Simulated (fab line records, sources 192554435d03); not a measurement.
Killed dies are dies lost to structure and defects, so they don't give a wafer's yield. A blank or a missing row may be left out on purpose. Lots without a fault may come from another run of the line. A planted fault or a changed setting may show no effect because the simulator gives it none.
fab line records | flow n5_finfet
record lots=24 wafers=72 last_day=18
route steps=1938 shown BEOL_M2@890 BEOL_M3@932
lots that met no fault: from a run of the same line without faults
start_h: hours from the record's first day to the start of the lot's first wafer shown | wait_h: hours since the lot's step before | " the same as in the row above | L1.1+2: a row that stands for several wafers | - no value, or no start given | * or withheld: withheld | < > ~ a bound
route shown NAME@n: a module of which the file shows steps, and the number in the route of the first | usual: mean/standard deviation of fault-free wafers | same: alike in all rows | chamber/n: place in a boat | sites: the reading at each site | _std_site: their standard deviation | _edge_site: outer sites' mean less inner sites' | radius_mm: how far each site lies from the wafer's centre | mask NAME#n: copy n | behind: the tool/chamber that last shaped the wafer | hold: why the lot was held/for how many hours/how that ended | device: the transistor (n, p or np) that didn't switch | end of line: the same wafers' tests at the end of the route | a step without rows: its recipe alone | killed: dies lost to structure and defects at the first sort, not the wafer's yield | map: a wafer's dies, x killed, . not, _ none there
set.NAME: the setting as run; set.NAME@STEP: as run at that earlier step | model.NAME: the simulator's own value behind a step, which no gauge read
steps of the route over a sample of lots; a table a step, a row a wafer
services: from which hour (start_h, from the record's first day; less than 0 if before it) a tool's chamber was out of use, for how many hours, and why
## steps
# step N5_BEOL_M2_TRENCH_ETCH_37
# recipe chemistry=C4F6/O2 target_depth_a=555.55 target=SiOC time_s=29.2 ion_energy_ev=250 pressure_mtorr=30 source_w=355 bias_w=185 Ar_flow_sccm=300 C4F6_flow_sccm=10 O2_flow_sccm=10
# usual bias_w=184.9/0.64 chamber_pressure_mTorr=30.000/0.024 drypump_motor_current_A=5.5/0.46 oes_product_au=0.78/0.09 rf_vpp_V=666/12 showerhead_plenum_p_Torr=2.82/0.099 throttle_valve_pct=20.86/0.19
# same time_s=29.2
# columns lot.wafer tool chamber start_h wait_h bias_w chamber_pressure_mTorr drypump_motor_current_A oes_product_au rf_hours_counter_h rf_vpp_V showerhead_plenum_p_Torr throttle_valve_pct
L074.1 rie_diel-01 2 - - 184.8 29.984 5.0 0.68 243 651 2.67 21.10
L074.3 " 3 " " 184.9 29.978 5.9 0.79 112 680 2.85 20.93
L074.5 " 2 " " 185.4 29.995 5.0 0.68 - 652 2.67 21.10
L075.3 rie_diel-01 3 - - 185.0 29.988 5.9 0.78 112 682 2.85 20.92
L075.4 " 0 " " 184.5 29.990 5.7 0.83 72 660 2.76 20.56
L075.5 " 1 " " 185.5 30.000 5.1 0.71 - 656 2.72 21.10
L076.1 rie_diel-04 0 - - 185.7 30.005 5.5 0.68 242 646 2.93 20.90
L076.2 " 3 " " 184.3 30.018 5.4 0.67 245 674 2.93 20.96
L076.4 " 1 " " 184.5 30.035 6.2 0.72 173 668 2.84 20.93
L077.2 rie_diel-01 3 - - 184.8 29.976 5.9 0.77 119 681 2.85 20.93
L077.4 " 3 " " 185.1 29.956 5.9 0.77 - 681 2.85 20.94
L077.5 " 0 " " 185.5 30.014 5.7 0.82 - 660 2.76 20.57
L078.3 rie_diel-01 0 - - 184.9 29.968 5.7 0.81 79 660 2.76 20.57
L078.5 " 3 " " 184.2 29.961 5.9 0.78 - 684 2.85 20.94
L078.6 " 1 " " 184.7 29.970 5.1 0.72 - 656 2.72 21.09
L079.2 rie_diel-01 1 - - 185.7 29.994 5.1 0.72 216 654 2.72 21.09
L079.3 " 3 " " 184.4 30.014 5.9 0.77 123 682 2.85 20.93
L079.4 " 1 " " 185.5 30.016 5.1 0.72 - 656 2.72 21.09
L080.1 rie_diel-04 0 - - 185.0 29.967 5.5 0.68 250 644 2.92 20.92
L080.2 " 2 " " 184.5 30.033 5.7 0.81 104 685 2.76 20.80
L080.4 " 1 " " 184.3 30.015 6.2 0.72 - 668 2.84 20.94
L082.1 rie_diel-01 0 - - 185.0 30.078 5.8 0.81 93 660 2.76 20.59
L082.4 " 2 " " 185.0 30.018 5.0 0.97 4 661 3.00 20.70
L082.6 " 1 " " 184.4 30.030 5.1 0.70 - 654 2.71 21.10
L081.1 rie_diel-01 1 - - 184.2 30.015 5.1 0.71 226 656 2.71 21.10
L081.3 " 3 " " 184.4 30.003 5.9 0.76 134 680 2.84 20.95
L081.4 " 2 " " 185.3 29.970 5.0 0.99 6 662 3.00 20.70
L083.3 rie_diel-03 2 - - 185.2 30.017 6.2 0.72 187 671 2.85 21.03
L083.4 " 1 " " 185.7 30.016 6.4 0.72 188 672 2.71 20.64
L083.5 " 0 " " 183.2 29.971 5.1 0.86 - 690 3.02 20.76
L084.2 rie_diel-01 1 - - 186.2 29.988 5.1 0.70 230 655 2.71 21.11
L084.3 " 3 " " 185.4 29.994 5.9 0.75 137 680 2.84 20.96
L084.6 " 1 " " 185.5 30.021 5.1 0.70 - 657 2.71 21.10
L085.2 rie_diel-04 3 - - 185.2 29.964 5.4 1.00 5 667 2.92 20.65
L085.5 " 3 " " 186.4 30.024 5.4 1.00 - 669 2.92 20.65
L085.6 " 2 " " 185.8 30.006 5.7 0.80 - 685 2.75 20.83
L087.3 rie_diel-01 0 - - 185.2 30.065 5.8 0.80 100 660 2.75 20.60
L087.4 " 3 " " 185.2 30.017 5.9 0.75 140 681 2.84 20.97
L087.6 " 3 " " 184.9 30.019 5.9 0.75 - 682 2.84 20.96
L086.1 rie_diel-04 3 - - 185.1 30.005 5.4 0.99 8 668 2.92 20.65
L086.2 " 2 " " 185.0 30.025 5.7 0.81 123 684 2.75 20.85
L086.6 " 3 " " 185.4 30.019 5.4 0.98 - 668 2.92 20.65
L088.1 rie_diel-03 1 - - 184.9 30.015 6.3 0.72 198 672 2.71 20.66
L088.3 " 3 " " 185.8 30.028 4.8 0.75 133 654 2.85 21.02
L088.4 " 2 " " 184.4 30.033 6.2 0.71 197 671 2.85 21.04
L089.2 rie_diel-01 1 - - 186.2 29.985 5.1 0.69 241 655 2.71 21.13
L089.3 " 2 " " 185.3 30.035 5.0 0.94 21 662 3.00 20.72
L089.4 " 3 " " 185.3 30.004 5.9 0.75 149 680 2.84 20.99
L090.3 rie_diel-04 3 - - 184.9 29.980 5.4 0.93 23 668 2.91 20.67
L090.4 " 0 " " 185.2 30.004 5.5 0.96 - 644 2.91 20.55
L090.6 " 3 " " 184.3 30.002 5.4 0.94 - 668 2.91 20.68
L091.1 rie_diel-01 3 - - 184.5 29.998 5.9 0.74 155 680 2.83 20.99
L091.2 " 0 " " 184.2 29.984 5.7 0.77 117 660 2.75 20.63
L091.6 " 3 " " 183.7 29.986 5.9 0.75 - 680 2.83 20.99
L093.4 rie_diel-01 0 - - 185.5 30.016 5.7 0.77 117 659 2.74 20.61
L093.5 " 1 " " 184.5 29.964 5.1 0.69 - 656 2.70 21.15
L093.6 " 0 " " 185.9 29.991 5.7 0.78 - 659 2.74 20.63
L092.3 rie_diel-03 1 - - 185.8 29.981 6.4 0.71 208 669 2.70 20.68
L092.4 " 3 " " 186.3 29.993 4.8 0.75 143 655 2.84 21.03
L092.5 " 0 " " 185.2 29.994 5.1 0.84 - 688 3.01 20.79
L095.1 rie_diel-03 3 - - 184.8 30.005 4.8 0.75 145 653 2.84 21.02
L095.4 " 3 " " 185.1 30.012 4.8 0.75 - 655 2.84 21.02
L095.6 " 1 " " 184.2 29.975 6.4 0.71 - 672 2.70 20.67
L094.2 rie_diel-03 2 - - 185.4 30.034 6.2 0.70 209 673 2.84 21.05
L094.5 " 1 " " 184.9 29.986 6.3 0.71 - 671 2.70 20.69
L094.6 " 3 " " 185.2 29.976 4.8 0.74 - 654 2.84 21.02
L097.2 rie_diel-04 1 - - 185.0 29.989 6.2 0.69 216 666 2.82 20.98
L097.4 " 2 " " 185.2 29.974 5.7 0.78 144 684 2.74 20.86
L097.6 " 3 " " 184.8 30.008 5.4 0.92 - 667 2.91 20.67
L096.1 rie_diel-01 3 - - 184.1 30.004 5.9 0.74 162 680 2.83 20.97
L096.2 " 1 " " 184.1 30.017 5.1 1.00 1 666 3.04 20.77
L096.4 " 2 " " 185.0 30.001 5.0 0.91 35 660 2.99 20.75
# step N5_BEOL_M2_ANNEAL_89
# recipe temp_c=400 time_s=240 ambient=vacuum
# usual heater_power_w=852/76
# same time_s=240
# columns lot.wafer tool chamber start_h wait_h heater_power_w
L074.1 pvd_sputter-03 - 146.93 0.0 959
L074.3 " - " " 892
L074.5 " - " " 869
L075.3 pvd_sputter-01 - 147.35 0.0 970
L075.4 " - " " 785
L075.5 " - " " 729
L076.1 pvd_sputter-03 - 153.41 0.0 973
L076.2 " - " " 942
L076.4 " - " " 766
L077.2 pvd_sputter-01 - 160.38 0.0 724
L077.4 " - " " 828
L077.5 " - " " 808
L078.3 pvd_sputter-01 - 163.00 0.0 740
L078.5 " - " " 974
L078.6 " - " " 796
L079.2 pvd_sputter-02 - 169.92 0.0 896
L079.3 " - " " 834
L079.4 " - " " 872
L080.1 pvd_sputter-01 - 175.65 0.0 805
L080.2 " - " " 968
L080.4 " - " " 765
L082.1 pvd_sputter-03 - 196.73 0.0 743
L082.4 " - " " 888
L082.6 " - " " 918
L081.1 pvd_sputter-01 - 199.75 0.0 809
L081.3 " - " " 759
L081.4 " - " " 971
L083.3 pvd_sputter-02 - 199.88 0.0 869
L083.4 " - " " 847
L083.5 " - " " 852
L084.2 pvd_sputter-02 - 210.77 0.0 920
L084.3 " - " " 836
L084.6 " - " " 841
L085.2 pvd_sputter-01 - 215.75 0.0 746
L085.5 " - " " 952
L085.6 " - " " 762
L087.3 pvd_sputter-03 - 215.95 0.0 751
L087.4 " - " " 912
L087.6 " - " " 904
L086.1 pvd_sputter-03 - 219.18 0.0 956
L086.2 " - " " 912
L086.6 " - " " 743
L088.1 pvd_sputter-03 - 228.93 0.0 983
L088.3 " - " " 897
L088.4 " - " " 747
L089.2 pvd_sputter-02 - 242.53 0.1 901
L089.3 " - " " 849
L089.4 " - " " 850
L090.3 pvd_sputter-02 - 254.57 0.0 843
L090.4 " - " " 825
L090.6 " - " " 838
L091.1 pvd_sputter-01 - 256.88 0.0 942
L091.2 " - " " 804
L091.6 " - " " 833
L093.4 pvd_sputter-02 - 258.90 0.0 914
L093.5 " - " " 830
L093.6 " - " " 834
L092.3 pvd_sputter-02 - 264.76 0.0 823
L092.4 " - " " 822
L092.5 " - " " 839
L095.1 pvd_sputter-02 - 273.16 0.0 861
L095.4 " - " " 890
L095.6 " - " " 845
L094.2 pvd_sputter-03 - 273.81 0.0 967
L094.5 " - " " 956
L094.6 " - " " 918
L097.2 pvd_sputter-01 - 274.42 0.0 971
L097.4 " - " " 754
L097.6 " - " " 796
L096.1 pvd_sputter-01 - 276.48 0.0 769
L096.2 " - " " 752
L096.4 " - " " 989
# step N5_BEOL_M2_SPUTTER_94
# recipe material=Cu target_thk_a=45 temp_c=-20 chamber_pressure_pa=0.07 power_w=withheld time_s=8.29
# usual substrate_temp_c=-20.01/0.1 throttle_valve_pct=29.9/1
# same time_s=8.29
# columns lot.wafer tool chamber start_h wait_h substrate_temp_c throttle_valve_pct
L074.1 pvd_sputter-03 - 147.51 0.1 -19.87 28.8
L074.3 " - " " -20.15 29.2
L074.5 " - " " -20.06 29.2
L075.3 pvd_sputter-01 - 147.93 0.1 -20.07 29.1
L075.4 " - " " -20.04 30.6
L075.5 " - " " -19.82 29.0
L076.1 pvd_sputter-03 - 153.99 0.1 -19.92 28.6
L076.2 " - " " -20.07 30.5
L076.4 " - " " -20.07 30.1
L077.2 pvd_sputter-01 - 160.96 0.1 -20.11 29.0
L077.4 " - " " -19.97 30.9
L077.5 " - " " -19.99 30.7
L078.3 pvd_sputter-01 - 163.58 0.1 -19.93 28.8
L078.5 " - " " -20.13 29.0
L078.6 " - " " -20.03 30.7
L079.2 pvd_sputter-02 - 170.50 0.1 -19.97 33.0
L079.3 " - " " -20.08 29.9
L079.4 " - " " -20.15 29.6
L080.1 pvd_sputter-01 - 176.23 0.1 -19.98 30.6
L080.2 " - " " -20.06 28.8
L080.4 " - " " -20.05 30.2
L082.1 pvd_sputter-03 - 197.31 0.1 -20.16 30.3
L082.4 " - " " -20.13 29.2
L082.6 " - " " -20.10 30.4
L081.1 pvd_sputter-01 - 200.33 0.1 -19.96 30.6
L081.3 " - " " -20.03 28.9
L081.4 " - " " -19.92 29.0
L083.3 pvd_sputter-02 - 200.84 0.1 -19.83 29.7
L083.4 " - " " -20.05 29.7
L083.5 " - " " -20.05 29.9
L084.2 pvd_sputter-02 - 211.35 0.1 -20.21 32.9
L084.3 " - " " -20.11 29.9
L084.6 " - " " -20.02 29.7
L085.2 pvd_sputter-01 - 216.33 0.1 -20.01 30.1
L085.5 " - " " -19.99 29.2
L085.6 " - " " -20.18 30.2
L087.3 pvd_sputter-03 - 216.53 0.1 -20.11 30.2
L087.4 " - " " -19.84 29.5
L087.6 " - " " -20.16 30.9
L086.1 pvd_sputter-03 - 219.76 0.1 -20.14 28.8
L086.2 " - " " -20.07 30.6
L086.6 " - " " -20.05 30.0
L088.1 pvd_sputter-03 - 229.51 0.1 -19.72 28.6
L088.3 " - " " -20.09 29.3
L088.4 " - " " -20.06 30.2
L089.2 pvd_sputter-02 - 243.69 0.1 -19.89 32.8
L089.3 " - " " -19.89 29.6
L089.4 " - " " -20.13 29.5
L090.3 pvd_sputter-02 - 255.15 0.1 -20.00 29.1
L090.4 " - " " -19.80 29.5
L090.6 " - " " -19.92 29.1
L091.1 pvd_sputter-01 - 257.46 0.1 -19.86 29.0
L091.2 " - " " -20.04 30.5
L091.6 " - " " -19.98 30.6
L093.4 pvd_sputter-02 - 259.48 0.1 -19.96 32.8
L093.5 " - " " -20.07 29.3
L093.6 " - " " -19.95 29.9
L092.3 pvd_sputter-02 - 265.34 0.1 -20.03 28.9
L092.4 " - " " -20.06 29.9
L092.5 " - " " -20.12 29.0
L095.1 pvd_sputter-02 - 273.74 0.1 -20.00 29.4
L095.4 " - " " -19.95 32.9
L095.6 " - " " -19.97 29.8
L094.2 pvd_sputter-03 - 274.39 0.1 -19.72 28.6
L094.5 " - " " -19.86 28.6
L094.6 " - " " -20.13 29.2
L097.2 pvd_sputter-01 - 275.00 0.1 -20.10 29.3
L097.4 " - " " -19.97 30.2
L097.6 " - " " -19.88 30.4
L096.1 pvd_sputter-01 - 277.06 0.1 -20.10 30.4
L096.2 " - " " -20.05 29.2
L096.4 " - " " -19.90 29.1
# step N5_BEOL_M2_CO_CAP_55
# recipe material=Co target_thk_a=20 temp_c=200 precursor=CCTBA/H2 pressure_torr=30 time_s=102.1
# usual heater_power_w=257/21
# same time_s=102.1
# columns lot.wafer tool chamber start_h wait_h heater_power_w
L074.1 cvd_co-02 1 148.64 0.0 280
L074.3 " 0 " " 281
L074.5 " 0 " " 281
L075.3 cvd_co-02 0 149.01 0.0 276
L075.4 " 0 " " 276
L075.5 " 1 " " 289
L076.1 cvd_co-01 1 155.09 0.0 249
L076.2 " 2 " " 249
L076.4 " 1 " " 248
L077.2 cvd_co-02 1 162.05 0.0 291
L077.4 " 2 " " 231
L077.5 " 0 " " 282
L078.3 cvd_co-02 1 164.67 0.0 290
L078.5 " 0 " " 280
L078.6 " 1 " " 292
L079.2 cvd_co-01 1 171.60 0.0 250
L079.3 " 2 " " 254
L079.4 " 2 " " 244
L080.1 cvd_co-01 0 177.32 0.0 244
L080.2 " 1 " " 251
L080.4 " 2 " " 249
L082.1 cvd_co-01 1 199.46 0.0 247
L082.4 " 0 " " 243
L082.6 " 2 " " 244
L081.1 cvd_co-02 2 201.41 0.0 230
L081.3 " 0 " " 282
L081.4 " 0 " " 277
L083.3 cvd_co-01 0 202.26 0.0 242
L083.4 " 2 " " 247
L083.5 " 0 " " 243
L084.2 cvd_co-02 0 212.43 0.0 281
L084.3 " 1 " " 285
L084.6 " 0 " " 283
L085.2 cvd_co-02 0 217.45 0.0 284
L085.5 " 1 " " 282
L085.6 " 0 " " 280
L087.3 cvd_co-02 0 217.63 0.0 280
L087.4 " 2 " " 228
L087.6 " 0 " " 276
L086.1 cvd_co-01 0 220.91 0.0 244
L086.2 " 2 " " 246
L086.6 " 1 " " 252
L088.1 cvd_co-02 1 230.60 0.0 275
L088.3 " 0 " " 281
L088.4 " 1 " " 281
L089.2 cvd_co-01 1 244.85 0.0 253
L089.3 " 0 " " 251
L089.4 " 0 " " 235
L090.3 cvd_co-02 0 257.52 0.0 276
L090.4 " 1 " " 282
L090.6 " 2 " " 233
L091.1 cvd_co-02 1 258.56 0.0 288
L091.2 " 0 " " 285
L091.6 " 2 " " 227
L093.4 cvd_co-01 2 260.61 0.0 249
L093.5 " 1 " " 247
L093.6 " 0 " " 236
L092.3 cvd_co-01 1 266.43 0.0 252
L092.4 " 0 " " 240
L092.5 " 2 " " 250
L095.1 cvd_co-02 0 274.84 0.0 284
L095.4 " 2 " " 231
L095.6 " 0 " " 279
L094.2 cvd_co-01 0 275.48 0.0 243
L094.5 " 0 " " 238
L094.6 " 1 " " 246
L097.2 cvd_co-01 0 276.08 0.0 238
L097.4 " 0 " " 240
L097.6 " 1 " " 244
L096.1 cvd_co-02 0 278.14 0.0 289
L096.2 " 2 " " 236
L096.4 " 1 " " 278
# step N5_BEOL_M2_INSPECT_59
# recipe inspect_instrument=darkfield mode=post_dep
# usual raw_defect_count=81/24
# columns lot.wafer tool chamber start_h wait_h raw_defect_count
L074.1 defect_inspect-02 - 148.84 0.0 56
L074.3 " - " " 70
L074.5 " - " " 63
L075.3 defect_inspect-02 - 149.22 0.0 96
L075.4 " - " " 73
L075.5 " - " " 88
L076.1 defect_inspect-01 - 155.30 0.0 69
L076.2 " - " " 71
L076.4 " - " " 70
L077.2 defect_inspect-01 - 162.26 0.0 60
L077.4 " - " " 49
L077.5 " - " " 35
L078.3 defect_inspect-02 - 164.88 0.0 122
L078.5 " - " " 83
L078.6 " - " " 96
L079.2 defect_inspect-02 - 171.81 0.0 94
L079.3 " - " " 139
L079.4 " - " " 97
L080.1 defect_inspect-01 - 177.52 0.0 114
L080.2 " - " " 100
L080.4 " - " " 107
L082.1 defect_inspect-02 - 199.67 0.0 101
L082.4 " - " " 67
L082.6 " - " " 72
L081.1 defect_inspect-02 - 201.62 0.0 66
L081.3 " - " " 160
L081.4 " - " " 92
L083.3 defect_inspect-02 - 202.47 0.0 40
L083.4 " - " " 88
L083.5 " - " " 94
L084.2 defect_inspect-01 - 212.67 0.0 50
L084.3 " - " " 55
L084.6 " - " " 53
L085.2 defect_inspect-01 - 217.66 0.0 135
L085.5 " - " " 108
L085.6 " - " " 99
L087.3 defect_inspect-01 - 217.84 0.0 96
L087.4 " - " " 88
L087.6 " - " " 111
L086.1 defect_inspect-01 - 221.11 0.0 87
L086.2 " - " " 91
L086.6 " - " " 119
L088.1 defect_inspect-02 - 230.80 0.0 81
L088.3 " - " " 102
L088.4 " - " " 78
L089.2 defect_inspect-02 - 245.09 0.0 90
L089.3 " - " " 59
L089.4 " - " " 79
L090.3 defect_inspect-02 - 257.73 0.0 85
L090.4 " - " " 46
L090.6 " - " " 63
L091.1 defect_inspect-01 - 258.76 0.0 78
L091.2 " - " " 55
L091.6 " - " " 36
L093.4 defect_inspect-01 - 260.78 0.0 123
L093.5 " - " " 92
L093.6 " - " " 115
L092.3 defect_inspect-02 - 266.64 0.0 75
L092.4 " - " " 88
L092.5 " - " " 86
L095.1 defect_inspect-02 - 275.05 0.0 54
L095.4 " - " " 70
L095.6 " - " " 77
L094.2 defect_inspect-02 - 275.69 0.0 82
L094.5 " - " " 80
L094.6 " - " " 58
L097.2 defect_inspect-02 - 276.29 0.0 74
L097.4 " - " " 83
L097.6 " - " " 78
L096.1 defect_inspect-02 - 278.35 0.0 64
L096.2 " - " " 64
L096.4 " - " " 58
# step N5_BEOL_M3_THK_MEAS_01
# recipe reads=SiOC_of_BEOL_M3_ILD_DEP_00
# usual M3_ILD_THK=79.1/1
# columns lot.wafer tool chamber start_h wait_h M3_ILD_THK[nm]
L074.1 film_metro-02 - 148.95 0.0 78.4
L074.3 " - " " 78.9
L074.5 " - " " 80.0
L075.3 film_metro-01 - 149.33 0.1 78.5
L075.4 " - " " 79.6
L075.5 " - " " 79.2
L076.1 film_metro-01 - 155.40 0.0 78.4
L076.2 " - " " 79.3
L076.4 " - " " 80.1
L077.2 film_metro-01 - 162.37 0.1 78.0
L077.4 " - " " 78.2
L077.5 " - " " 79.5
L078.3 film_metro-02 - 164.99 0.1 77.6
L078.5 " - " " 78.7
L078.6 " - " " 79.6
L079.2 film_metro-01 - 171.91 0.1 78.4
L079.3 " - " " 77.8
L079.4 " - " " 78.8
L080.1 film_metro-02 - 177.63 0.0 77.7
L080.2 " - " " 77.4
L080.4 " - " " 79.2
L082.1 film_metro-01 - 199.77 0.0 78.7
L082.4 " - " " 78.9
L082.6 " - " " 80.0
L081.1 film_metro-01 - 201.73 0.0 79.6
L081.3 " - " " 79.0
L081.4 " - " " 81.5
L083.3 film_metro-02 - 202.59 0.1 80.7
L083.4 " - " " 80.6
L083.5 " - " " 80.9
L084.2 film_metro-02 - 212.77 0.1 78.1
L084.3 " - " " 78.4
L084.6 " - " " 79.9
L085.2 film_metro-02 - 217.78 0.1 78.2
L085.5 " - " " 80.0
L085.6 " - " " 78.8
L087.3 film_metro-02 - 217.96 0.1 80.4
L087.4 " - " " 79.2
L087.6 " - " " 79.9
L086.1 film_metro-01 - 221.24 0.1 77.9
L086.2 " - " " 77.9
L086.6 " - " " 80.0
L088.1 film_metro-02 - 230.91 0.0 77.7
L088.3 " - " " 77.3
L088.4 " - " " 78.6
L089.2 film_metro-01 - 245.20 0.1 78.7
L089.3 " - " " 78.1
L089.4 " - " " 80.8
L090.3 film_metro-01 - 257.85 0.1 80.0
L090.4 " - " " 79.7
L090.6 " - " " 80.2
L091.1 film_metro-02 - 258.87 0.0 79.5
L091.2 " - " " 77.9
L091.6 " - " " 79.8
L093.4 film_metro-02 - 260.89 0.0 80.6
L093.5 " - " " 80.1
L093.6 " - " " 78.6
L092.3 film_metro-02 - 266.74 0.1 78.2
L092.4 " - " " 79.3
L092.5 " - " " 80.8
L095.1 film_metro-02 - 275.15 0.0 79.1
L095.4 " - " " 81.0
L095.6 " - " " 78.1
L094.2 film_metro-01 - 275.80 0.1 77.0
L094.5 " - " " 78.7
L094.6 " - " " 79.3
L097.2 film_metro-01 - 276.40 0.1 77.5
L097.4 " - " " 80.4
L097.6 " - " " 77.6
L096.1 film_metro-02 - 278.45 0.0 78.8
L096.2 " - " " 79.4
L096.4 " - " " 77.8
## services
# columns tool chamber start_h hours kind
pvd_sputter-02 - 126.69 1.7 repair
rie_diel-03 3 138.36 7.2 repair
pvd_sputter-02 - 139.18 2.4 repair
rie_diel-01 2 158.25 - clean
rie_diel-01 2 158.25 - consumable_replace:focus_ring
rie_diel-01 2 158.25 - consumable_replace:showerhead
rie_diel-01 2 158.25 18.8 scheduled_down
rie_diel-01 2 158.25 18.8 vent_cycle
rie_diel-04 3 166.36 - clean
rie_diel-04 3 166.36 - consumable_replace:esc
rie_diel-04 3 166.36 - consumable_replace:focus_ring
rie_diel-04 3 166.36 32.4 scheduled_down
rie_diel-04 3 166.36 32.4 vent_cycle
pvd_sputter-02 - 172.16 13.8 repair
rie_diel-01 2 182.58 1.8 repair
cvd_co-02 - 186.70 2.8 pm
rie_diel-04 0 199.48 - clean
rie_diel-04 0 199.48 - consumable_replace:focus_ring
rie_diel-04 0 199.48 23.8 scheduled_down
rie_diel-04 1 244.41 8.5 repair
rie_diel-03 - 245.05 0.2 repair
rie_diel-01 1 257.18 - clean
rie_diel-01 1 257.18 - consumable_replace:focus_ring
rie_diel-01 1 257.18 - consumable_replace:showerhead
## key
fault none
